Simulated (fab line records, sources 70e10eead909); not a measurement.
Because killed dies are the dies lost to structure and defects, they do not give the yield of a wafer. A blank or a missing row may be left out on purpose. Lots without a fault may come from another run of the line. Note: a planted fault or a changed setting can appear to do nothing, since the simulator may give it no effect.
3 desks, one fault	flow nandHarc	only its own numbers are on each desk; what lay behind them is given at the end

FROM THE METROLOGY DESK
What the gauges read for every lot (on any tool): the sampled wafers with a number, averaged. The brackets show how far a lot's mean lies from the usual mean; more than 4 standard deviations puts the lot out of limits, marked OUT.
Columns: A = cdNm at NHARC_P_CONTACT_CD_MEAS_12, usual 90.2 nm; B = cdNm at NHARC_P_M0_CD_MEAS_09, usual 89.8 nm
lot	first seen here	A	B
L874	day 6 03:07	90.2	90.2
L875	day 6 03:17	90.1	89.4
L876	day 6 14:40	89.7	89.6
L877	day 7 03:40	90.2	90.3
L879	day 7 22:43	90.4	89.5
L880	day 8 14:11	89.8	73.0 (-34) OUT
L881	day 8 22:55	90.7	76.6 (-26) OUT
L883	day 10 05:40	89.3	89.4
L886	day 11 00:39	90.2	79.0 (-22) OUT
L889	day 12 07:59	89.8	90.5
L892	day 13 19:01	90.6	90.1
L893	day 14 02:23	90.3	89.6
L895	day 14 18:01	90.4	90.1
L896	day 15 00:58	90.0	90.6
L897	day 15 13:46	90.1	89.5
Finding of this desk: L880, L881, L886 out of limits; the first was L880 at day 8 18:14, on cdNm at NHARC_P_M0_CD_MEAS_09. Within limits: L874, L875, L876, L877, L879, L883, L889, L892, L893, L895, L896, L897.

DESK OF THE TOOL OWNER: arfiScanner-03
The tool's own readings at NHARC_P_M0_EXPOSE_06 (exposes mask P M0, target cd 90 nm): means of the sampled wafers that have a number, for each lot that ran on this tool. The brackets show how far a lot's mean lies from the usual mean; more than 4 standard deviations puts the lot out of limits, marked OUT.
Columns: A = exposureDoseMJCm2 at NHARC_P_M0_EXPOSE_06, usual 81.27; B = focusOffsetNm at NHARC_P_M0_EXPOSE_06, usual 0.1 nm
lot	first seen here	A	B
L877	day 7 07:42	81.20	-0.0
L879	day 8 02:47	81.38	-0.5
L880	day 8 18:05	61.73 (-99 or more) OUT	-0.2
L881	day 9 02:59	65.66 (-99 or more) OUT	-0.5
L886	day 11 04:41	68.81 (-99 or more) OUT	0.6
Finding of this desk: L880, L881, L886 out of limits; the first was L880 at day 8 18:05, on exposureDoseMJCm2 at NHARC_P_M0_EXPOSE_06. Within limits: L877, L879.

THE DEFECT DESK
Counts from the inspections along the route, per lot, as means over the sampled wafers that have a number. The brackets show how far a lot's mean lies from the usual mean; more than 4 standard deviations puts the lot out of limits, marked OUT.
Columns: A = rawDefectCount at NHARC_P_CONTACT_INSPECT_27, usual 283
lot	first seen here	A
L874	day 6 06:23	318
L875	day 6 06:32	313
L876	day 6 17:55	299
L877	day 7 06:56	176
L879	day 8 02:01	275
L880	day 8 17:27	131
L881	day 9 02:20	199
L883	day 10 08:59	177
L886	day 11 03:55	415
L889	day 12 11:17	227
L892	day 13 22:17	289
L893	day 14 05:38	292
L895	day 14 21:19	164
L896	day 15 04:47	247
L897	day 15 17:01	292
Result from this desk: across the 15 lots, nothing is out of limits.

BROUGHT TOGETHER
At day 8 18:05, on L880, L881, L886, the tool owner's desk was in a position to raise an alarm.
L880, L881, L886 would have let the metrology desk raise an alarm at day 8 18:14.
Nothing the defect desk looked at was out of limits.
The defect desk has L880, L881, L886 on record, within its limits.
On arfiScanner-03, each named lot ran NHARC_P_M0_EXPOSE_06.

WHAT THE SIMULATOR HAD INSERTED
Process parameters drifting: arfiScanner-03 at NHARC_P_M0_EXPOSE_06, beginning at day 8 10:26. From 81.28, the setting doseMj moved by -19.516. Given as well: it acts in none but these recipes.
Lots struck among those shown: L880, L881, L886.
Delay (hours) between the fault's onset and each desk's first out-of-limits reading: 8 at the tool owner's desk, 8 at the metrology desk.
